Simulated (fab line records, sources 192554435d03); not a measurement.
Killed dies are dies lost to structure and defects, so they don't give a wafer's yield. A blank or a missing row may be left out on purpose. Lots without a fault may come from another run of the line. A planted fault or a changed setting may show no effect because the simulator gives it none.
fab line records | flow n5_finfet
record lots=11 wafers=33 last_day=16
route steps=1938 shown HKMG_FIN@421 PASSIVATION@1936
lots that met no fault: from a run of the same line without faults
start_h: hours from the record's first day to the start of the lot's first wafer shown | wait_h: hours since the lot's step before | " the same as in the row above | L1.1+2: a row that stands for several wafers | - no value, or no start given | * or withheld: withheld | < > ~ a bound
route shown NAME@n: a module of which the file shows steps, and the number in the route of the first | usual: mean/standard deviation of fault-free wafers | same: alike in all rows | chamber/n: place in a boat | sites: the reading at each site | _std_site: their standard deviation | _edge_site: outer sites' mean less inner sites' | radius_mm: how far each site lies from the wafer's centre | mask NAME#n: copy n | behind: the tool/chamber that last shaped the wafer | hold: why the lot was held/for how many hours/how that ended | device: the transistor (n, p or np) that didn't switch | end of line: the same wafers' tests at the end of the route | a step without rows: its recipe alone | killed: dies lost to structure and defects at the first sort, not the wafer's yield | map: a wafer's dies, x killed, . not, _ none there
set.NAME: the setting as run; set.NAME@STEP: as run at that earlier step | model.NAME: the simulator's own value behind a step, which no gauge read
steps of the route over a sample of lots; a table a step, a row a wafer
services: from which hour (start_h, from the record's first day; less than 0 if before it) a tool's chamber was out of use, for how many hours, and why
## steps
# step N5_HKMG_FIN_PWFM_ALD_03
# recipe material=TiN target_thk_a=20 temp_c=400 ald_precursor_family=TiCl4 ald_co_reactant=NH3 pulse_time_s=1 purge_time_s=3 co_reactant_purge_time_s=2 co_reactant_pulse_time_s=2 ald_cycles=91 pressure_torr=3
# usual ald_cycles=91/0 heater_power_w=859/80 precursor_pulse_height_rel=1.001/0.021
# columns lot.wafer tool chamber start_h wait_h ald_cycles heater_power_w precursor_pulse_height_rel
L393.2 ald_metal-02 1 82.55 0.0 91 860 1.002
L393.3 " 2 " " 91 774 1.012
L393.5 " 1 " " 91 886 1.022
L394.1 ald_metal-02 2 90.40 0.0 91 783 1.024
L394.4 " 1 " " 91 889 0.997
L394.5 " 1 " " 91 858 0.997
L395.3 ald_metal-01 0 96.80 0.0 91 908 0.969
L395.5 " 0 " " 91 905 1.020
L395.6 " 1 " " 91 768 1.001
L396.1 ald_metal-01 3 105.73 0.0 91 894 0.979
L396.2 " 1 " " 91 749 0.988
L396.3 " 2 " " 91 1085 0.967
L397.2 ald_metal-02 3 110.40 0.0 91 793 1.003
L397.4 " 1 " " 91 872 1.007
L397.6 " 1 " " 91 876 0.998
L399.2 ald_metal-02 3 116.83 0.0 91 781 1.001
L399.3 " 1 " " 91 854 0.971
L399.5 " 0 " " 91 834 0.992
L398.1 ald_metal-04 2 119.34 0.0 91 889 1.026
L398.2 " 0 " " 91 837 1.027
L398.6 " 2 " " 91 853 0.985
L401.2 ald_metal-04 0 133.24 0.0 91 831 1.031
L401.3 " 1 " " 91 794 1.006
L401.5 " 2 " " 91 860 0.986
L402.1 ald_metal-02 1 136.38 0.1 91 884 0.979
L402.4 " 0 " " 91 849 1.000
L402.6 " 0 " " 91 846 1.006
L404.2 ald_metal-02 1 146.82 0.0 91 879 0.979
L404.3 " 2 " " 91 793 1.004
L404.4 " 3 " " 91 793 0.994
L409.3 ald_metal-04 0 179.43 0.0 91 821 0.992
L409.4 " 3 " " 91 949 1.023
L409.6 " 3 " " 91 933 1.012
# step N5_HKMG_FIN_ETCH_31
# recipe chemistry=CF4 target=SiARC target_depth_a=455 mask_material=CAR-ArF time_s=75.8 ion_energy_ev=80 pressure_mtorr=40 source_w=545 bias_w=36 Ar_flow_sccm=100 cf4_flow_sccm=100 ends=cleared
# usual drypump_motor_current_A=5.73/0.26 etch_rf_on_time_s=75.7/1.6 oes_product_au=0.69/0.086 rf_fwd_power_W=538.8/2.7 rf_vpp_V=184.5/1.3 showerhead_plenum_p_Torr=2.17/0.071 throttle_valve_pct=15.54/0.26
# columns lot.wafer tool chamber start_h wait_h drypump_motor_current_A etch_rf_on_time_s oes_product_au rf_fwd_power_W rf_hours_counter_h rf_vpp_V showerhead_plenum_p_Torr throttle_valve_pct
L393.2 rie_diel-05 2 83.38 0.0 6.18 74.8 0.77 538.4 35 185.0 2.17 15.60
L393.3 " 3 " " 5.91 76.0 0.60 540.1 218 183.9 2.14 15.91
L393.5 " 3 " " 5.90 75.4 0.60 541.0 - 183.7 2.14 15.90
L394.1 rie_diel-04 3 91.23 0.0 6.04 74.3 0.80 538.9 13 186.8 2.28 15.47
L394.4 " 2 " " 5.44 75.0 0.61 545.2 188 182.9 2.04 15.99
L394.5 " 3 " " 6.03 73.7 0.80 539.3 - 184.6 2.28 15.45
L395.3 rie_diel-06 1 97.76 0.0 5.62 74.1 0.76 535.7 48 182.6 2.11 15.36
L395.5 " 2 " " 5.74 74.9 0.80 532.4 - 186.3 2.29 15.18
L395.6 " 1 " " 5.62 73.8 0.76 531.0 - 182.6 2.11 15.35
L396.1 rie_diel-06 3 108.49 0.0 5.27 73.1 0.61 532.6 228 186.5 2.21 15.53
L396.2 " 2 " " 5.76 75.7 0.80 533.8 13 185.3 2.28 15.19
L396.3 " 0 " " 5.55 76.0 0.76 537.5 27 184.0 2.27 15.56
L397.2 rie_diel-05 1 111.24 0.0 5.79 76.0 0.59 538.5 248 184.6 2.19 15.54
L397.4 " 2 " " 6.15 76.4 0.75 539.5 43 184.5 2.16 15.61
L397.6 " 3 " " 5.89 77.4 0.59 542.3 - 182.7 2.14 15.91
L399.2 rie_diel-06 1 117.93 0.0 5.59 74.4 0.74 536.3 56 183.7 2.11 15.38
L399.3 " 2 " " 5.75 73.9 0.79 536.3 18 186.8 2.28 15.20
L399.5 " 0 " " 5.59 75.5 0.76 538.1 - 185.1 2.27 15.56
L398.1 rie_diel-04 0 120.30 0.0 5.42 78.3 0.59 539.8 210 184.6 2.13 15.61
L398.2 " 2 " " 5.45 75.6 0.60 541.9 198 183.8 2.04 15.99
L398.6 " 0 " " 5.44 77.3 0.58 539.5 - 182.8 2.13 15.60
L401.2 rie_diel-04 2 134.20 0.0 5.44 76.0 0.60 544.2 202 182.8 2.03 16.00
L401.3 " 1 " " 6.04 77.9 0.56 538.9 249 185.0 2.18 15.89
L401.5 " 2 " " 5.45 75.5 0.60 542.8 - 182.8 2.03 16.01
L402.1 rie_diel-06 2 137.34 0.0 5.78 74.9 0.78 532.9 24 185.4 2.28 15.20
L402.4 " 3 " " 5.29 72.3 0.61 536.2 238 185.0 2.20 15.53
L402.6 " 3 " " 5.27 73.3 0.60 534.7 - 184.0 2.20 15.53
L404.2 rie_diel-05 2 147.78 0.0 6.13 75.9 0.73 540.1 60 186.3 2.16 15.67
L404.3 " 0 " " 5.54 75.6 0.68 537.1 103 184.7 2.15 15.30
L404.4 " 1 " " 5.79 75.8 0.82 538.9 3 186.4 2.19 15.08
L409.3 rie_diel-05 1 180.39 0.0 5.82 77.2 0.79 539.4 14 184.8 2.19 15.10
L409.4 " 1 " " 5.81 77.2 0.78 540.4 - 182.9 2.19 15.09
L409.6 " 0 " " 5.57 75.5 0.67 541.6 - 183.8 2.15 15.33
# step N5_HKMG_FIN_ALD_91
# recipe material=TiN target_thk_a=10 temp_c=400 ald_precursor_family=TiCl4 ald_co_reactant=NH3 pulse_time_s=1 purge_time_s=3 co_reactant_purge_time_s=2 co_reactant_pulse_time_s=2 ald_cycles=47 pressure_torr=3
# usual ald_cycles=47/0 heater_power_w=859/76 precursor_pulse_height_rel=1.003/0.018
# columns lot.wafer tool chamber start_h wait_h ald_cycles heater_power_w precursor_pulse_height_rel
L393.2 ald_metal-01 3 84.33 0.3 47 879 1.024
L393.3 " 2 " " 47 1075 1.041
L393.5 " 0 " " 47 916 1.022
L394.1 ald_metal-02 1 92.18 0.3 47 883 1.030
L394.4 " 0 " " 47 878 0.994
L394.5 " 3 " " 47 793 1.029
L395.3 ald_metal-02 0 98.71 0.1 47 843 0.990
L395.5 " 1 " " 47 863 0.973
L395.6 " 2 " " 47 779 1.031
L396.1 ald_metal-01 3 109.43 0.3 47 891 0.976
L396.2 " 1 " " 47 755 0.984
L396.3 " 2 " " 47 1065 1.033
L397.2 ald_metal-04 0 112.18 0.3 47 856 1.017
L397.4 " 2 " " 47 852 0.970
L397.6 " 0 " " 47 839 1.004
L399.2 ald_metal-02 2 118.88 0.3 47 784 1.029
L399.3 " 1 " " 47 865 0.968
L399.5 " 3 " " 47 815 1.015
L398.1 ald_metal-04 0 121.25 0.3 47 850 0.976
L398.2 " 3 " " 47 951 1.005
L398.6 " 1 " " 47 781 1.020
L401.2 ald_metal-02 1 135.44 0.3 47 886 1.000
L401.3 " 3 " " 47 786 1.018
L401.5 " 0 " " 47 845 1.015
L402.1 ald_metal-04 2 138.33 0.3 47 896 1.001
L402.4 " 0 " " 47 849 1.010
L402.6 " 3 " " 47 931 1.014
L404.2 ald_metal-02 0 148.72 0.3 47 845 1.021
L404.3 " 3 " " 47 803 0.987
L404.4 " 2 " " 47 790 1.028
L409.3 ald_metal-01 1 181.34 0.1 47 754 1.005
L409.4 " 0 " " 47 880 0.984
L409.6 " 0 " " 51 910 0.994
# step N5_HKMG_FIN_ETCHBACK_68
# recipe chemistry=Cl2/Ar stop_on=HfO2 target_depth_a=5 pressure_mtorr=10 icp_w=600 bias_w=60 Cl2_flow_sccm=40 Ar_flow_sccm=60
# usual drypump_motor_current_A=5.7/0.44 oes_product_au=0.80/0.096 rf_fwd_power_W=596.5/2.1 throttle_valve_pct=20.76/0.18
# columns lot.wafer tool chamber start_h wait_h drypump_motor_current_A oes_product_au rf_fwd_power_W rf_hours_counter_h throttle_valve_pct
L393.2 rie_metal-02 0 85.96 0.0 5.4 0.91 596.2 4 20.82
L393.3 " 1 " " 5.8 0.80 598.7 - 20.52
L393.5 " 1 " " 5.7 0.80 595.4 - 20.49
L394.1 rie_metal-02 1 93.82 0.0 5.7 0.80 594.6 30 20.51
L394.4 " 1 " " 5.7 0.73 593.7 - 20.59
L394.5 " 0 " " 5.4 0.81 595.1 - 20.91
L395.3 rie_metal-03 0 100.38 0.1 6.4 0.85 591.4 - 20.85
L395.5 " 0 " " 6.4 0.85 594.5 - 20.83
L395.6 " 1 " " 5.5 0.92 595.9 - 20.60
L396.1 rie_metal-02 1 111.06 0.0 5.7 0.79 593.3 33 20.51
L396.2 " 0 " " 5.4 0.88 594.9 7 20.83
L396.3 " 0 " " 5.4 0.88 596.7 - 20.83
L397.2 rie_metal-03 1 113.95 0.0 5.5 0.92 596.2 8 20.60
L397.4 " 1 " " 5.5 0.90 596.4 - 20.60
L397.6 " 0 " " 6.4 0.86 600.0 - 20.84
L399.2 rie_metal-02 0 120.51 0.0 5.4 0.87 594.5 8 20.82
L399.3 " 1 " " 5.7 0.78 597.2 - 20.53
L399.5 " 1 " " 5.7 0.79 595.6 - 20.50
L398.1 rie_metal-02 0 122.94 0.0 5.4 0.88 595.1 8 20.81
L398.2 " 1 " " 5.7 0.78 595.5 34 20.51
L398.6 " 0 " " 5.4 0.87 593.2 - 20.83
L401.2 rie_metal-03 1 137.13 0.0 5.5 0.90 596.9 10 20.61
L401.3 " 0 " " 6.4 0.84 595.2 - 20.85
L401.5 " 1 " " 5.5 0.91 599.4 - 20.61
L402.1 rie_metal-02 0 140.07 0.0 5.4 0.87 593.5 9 20.83
L402.4 " 1 " " 5.7 0.77 593.7 - 20.53
L402.6 " 1 " " 5.8 0.77 594.4 - 20.51
L404.2 rie_metal-02 0 150.39 0.0 5.4 0.87 598.4 11 20.84
L404.3 " 0 " " 5.4 0.86 594.6 - 20.84
L404.4 " 1 " " 5.7 0.77 593.4 - 20.51
L409.3 rie_metal-01 1 183.14 0.1 4.9 0.63 596.5 - 21.09
L409.4 " 0 " " 6.1 0.62 596.2 - 20.91
L409.6 " 0 " " 6.1 0.62 598.5 - 20.94
# step N5_PASSIVATION_PROBE_49
# usual killed_at_M0_to_M3=36/11 killed_at_M4_up=14/5.2 killed_at_contacts=12/6.1 killed_at_front_end=40/12 killed_at_other=3.2/2.5 killed_dies=105/16 killed_open=68/12 killed_short=35/8.7
# same gross_dies=1180 killed_at_back_side=0
# columns lot.wafer tool chamber start_h wait_h killed_at_M0_to_M3 killed_at_M4_up killed_at_contacts killed_at_front_end killed_at_other killed_dies killed_open killed_short
L397.2 prober-01 - 332.91 0.1 36 16 8 29 1 90 54 34
L397.4 prober-01 - 333.01 0.2 38 12 9 31 3 93 57 35
L397.6 prober-01 - 333.11 0.3 39 11 11 28 5 94 54 39
L399.2 prober-02 - 349.21 0.1 54 5 12 42 1 114 73 35
L399.3 prober-02 - 349.26 0.1 41 22 8 49 1 121 84 36
L399.5 prober-02 - 349.36 0.2 47 14 9 41 3 114 81 29
L398.1 prober-02 - 352.72 0.0 41 13 21 43 2 120 77 40
L398.2 prober-02 - 352.77 0.1 36 14 19 39 3 111 79 30
L398.6 prober-02 - 352.97 0.3 33 14 4 36 4 91 54 33
# killed by level:class
L397.2 BEOL_M0_SAQP:geometric_particle:short=10 BEOL_M0_SAQP:geometric_particle:open=8 MOL_CONTACT_COAG:geometric_particle:open=7 BEOL_M4:geometric_particle:open=7 BEOL_M2:geometric_particle:open=6 FIN_SAQP:geometric_particle:open=5 BEOL_M1:geometric_particle:open=5 STARTING-WAFER:geometric_particle:short=5
L397.4 FIN_SAQP:geometric_particle:open=11 BEOL_M2:geometric_particle:open=11 BEOL_M0_SAQP:geometric_particle:short=9 FIN_SAQP:geometric_particle:short=7 MOL_CONTACT_COAG:geometric_particle:open=6 BEOL_M0_SAQP:geometric_particle:open=5 BEOL_M3:geometric_particle:open=5 DUMMY_GATE:geometric_particle:open=4
L397.6 BEOL_M0_SAQP:geometric_particle:short=13 BEOL_M0_SAQP:geometric_particle:open=8 BEOL_M1:geometric_particle:open=7 FIN_SAQP:geometric_particle:short=6 MOL_CONTACT_COAG:geometric_particle:short=6 MOL_CONTACT_COAG:geometric_particle:open=5 BEOL_M4:geometric_particle:open=5 DUMMY_GATE:geometric_particle:open=4
L399.2 BEOL_M0_SAQP:geometric_particle:open=23 BEOL_M0_SAQP:geometric_particle:short=19 STI_FIN_REVEAL:geometric_particle:open=12 MOL_CONTACT_COAG:geometric_particle:open=9 FIN_SAQP:geometric_particle:open=6 FIN_SAQP:geometric_particle:short=5 BEOL_M3:geometric_particle:open=4 DUMMY_GATE:geometric_particle:open=3
L399.3 STI_FIN_REVEAL:geometric_particle:open=17 BEOL_M2:geometric_particle:open=16 BEOL_M4:geometric_particle:open=13 BEOL_M0_SAQP:geometric_particle:open=8 MOL_CONTACT_COAG:geometric_particle:open=7 DUMMY_GATE:geometric_particle:open=6 ILD0:geometric_particle:open=6 STI_FIN_REVEAL:geometric_particle:short=5
L399.5 STI_FIN_REVEAL:geometric_particle:open=14 BEOL_M0_SAQP:geometric_particle:open=10 MOL_CONTACT_COAG:geometric_particle:open=9 BEOL_M0_SAQP:geometric_particle:short=9 FIN_SAQP:geometric_particle:open=8 BEOL_M2:geometric_particle:open=8 BEOL_M0:geometric_particle:open=7 BEOL_M3:geometric_particle:open=7
L398.1 STI_FIN_REVEAL:geometric_particle:open=16 MOL_CONTACT_COAG:geometric_particle:open=15 BEOL_M0_SAQP:geometric_particle:short=10 BEOL_M2:geometric_particle:open=8 FIN_SAQP:geometric_particle:short=7 DUMMY_GATE:geometric_particle:open=7 BEOL_M0_SAQP:geometric_particle:open=7 BEOL_M3:geometric_particle:open=7
L398.2 STI_FIN_REVEAL:geometric_particle:open=14 MOL_CONTACT_COAG:geometric_particle:open=13 BEOL_M0_SAQP:geometric_particle:open=10 FIN_SAQP:geometric_particle:short=8 BEOL_M4:geometric_particle:open=6 BEOL_M1:geometric_particle:open=6 BEOL_M3:geometric_particle:open=6 MOL_CONTACT_COAG:geometric_particle:short=5
L398.6 STI_FIN_REVEAL:geometric_particle:open=10 BEOL_M3:geometric_particle:short=9 BEOL_M4:geometric_particle:open=7 FIN_SAQP:geometric_particle:open=6 BEOL_M0_SAQP:geometric_particle:short=6 BEOL_M3:geometric_particle:open=6 DUMMY_GATE:geometric_particle:open=5 MOL_CONTACT_COAG:geometric_particle:open=4
## services
# columns tool chamber start_h hours kind
rie_diel-05 3 87.35 1.4 repair
rie_diel-05 1 117.01 - clean
rie_diel-05 1 117.01 - consumable_replace:focus_ring
rie_diel-05 1 117.01 21.5 scheduled_down
rie_diel-05 1 117.01 21.5 vent_cycle
rie_metal-03 - 119.08 2.8 pm
rie_diel-04 0 120.85 5.2 repair
rie_diel-04 1 135.28 - clean
rie_diel-04 1 135.28 - consumable_replace:focus_ring
rie_diel-04 1 135.28 16.8 scheduled_down
rie_diel-04 1 135.28 16.8 vent_cycle
ald_metal-04 - 147.83 2.8 pm
rie_diel-06 3 172.28 - clean
rie_diel-06 3 172.28 - consumable_replace:focus_ring
rie_diel-06 3 172.28 22.5 scheduled_down
rie_diel-06 3 172.28 22.5 vent_cycle
## key
first_sign step=N5_HKMG_FIN_ALD_91 reading=ald_cycles direction=up sigmas=99+ usual=* struck=*
effect none on later readings
met_at N5_HKMG_FIN_ALD_91
struck_lots L409
struck_wafers L409.6
tester_left_out L409
not_acting_at N5_HKMG_FIN_PWFM_ALD_03,N5_HKMG_FIN_ETCH_31,N5_HKMG_FIN_ETCHBACK_68
onset_between 109.43 181.34
fault kind=process_parameter_drift tool=ald_metal-01 chamber=- onset_h=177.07 steps=N5_HKMG_FIN_ALD_91 channel=ald_cycles offset=* shape=step end_h=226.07 scope=struck_wafers_only acts_in=* stated=*
# tester_left_out: of these lots the tester's yield and bins aren't shown, on N5 and GAA mostly nor the transistor test; their killed dies are dies lost to structure and defects alone, not to doping, threshold or leakage, so they don't give the yield
